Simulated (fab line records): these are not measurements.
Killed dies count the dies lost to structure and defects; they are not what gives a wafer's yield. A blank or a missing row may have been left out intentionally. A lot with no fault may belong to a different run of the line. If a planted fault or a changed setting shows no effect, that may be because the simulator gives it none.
Chamber matching | flow n5 finfet | 4 sister chambers for N5_STI_FIN_REVEAL_ALD_14 on ald sin-03
The step deposits Si3N4, target thk 3 nm. 4 wafers are shown with their chamber, then 10 later ones without.

EACH WAFER AND ITS CHAMBER
wafer  | chamber | heater power w (W)
L082.3 | 0       | 774
L082.4 | 3       | 783
L088.3 | 2       | 864
L088.4 | 1       | 843

WAFERS WITHOUT THEIR CHAMBER
wafer  | heater power w (W)
L088.5 | 853
L091.1 | 836
L091.2 | 784
L091.5 | 790
L093.1 | 837
L093.2 | 790
L093.5 | 784
L094.2 | 842
L094.3 | 777
L094.5 | 780

CHAMBER TAKEN BY EACH
wafer  | from the rows above     | in truth
L088.5 | can't be placed: 1 or 2 | 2
L091.1 | 1                       | 1
L091.2 | can't be placed: 3 or 0 | 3
L091.5 | can't be placed: 3 or 0 | 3
L093.1 | 1                       | 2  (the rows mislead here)
L093.2 | can't be placed: 3 or 0 | 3
L093.5 | can't be placed: 3 or 0 | 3
L094.2 | 1                       | 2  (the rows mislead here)
L094.3 | can't be placed: 0 or 3 | 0
L094.5 | can't be placed: 3 or 0 | 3
Placed correctly: 1 of 10. From these rows, 7 cannot be placed; in 7 the true chamber is one of the candidates. Number placed wrongly: 2.
How it was worked out, from the rows above alone: a wafer's distance from a chamber is the root of the sum, over the readings, of the square of ((its reading less the chamber's mean) divided by the reading's scatter). The wafer belongs to the nearest chamber; if the next one is less than 2 further off, it can't be placed. The mean given for a chamber averages the wafers shown for that chamber. The scatter: with one shown wafer a chamber, the root of the mean of the squares of how far each hidden wafer lies from its nearest shown one.
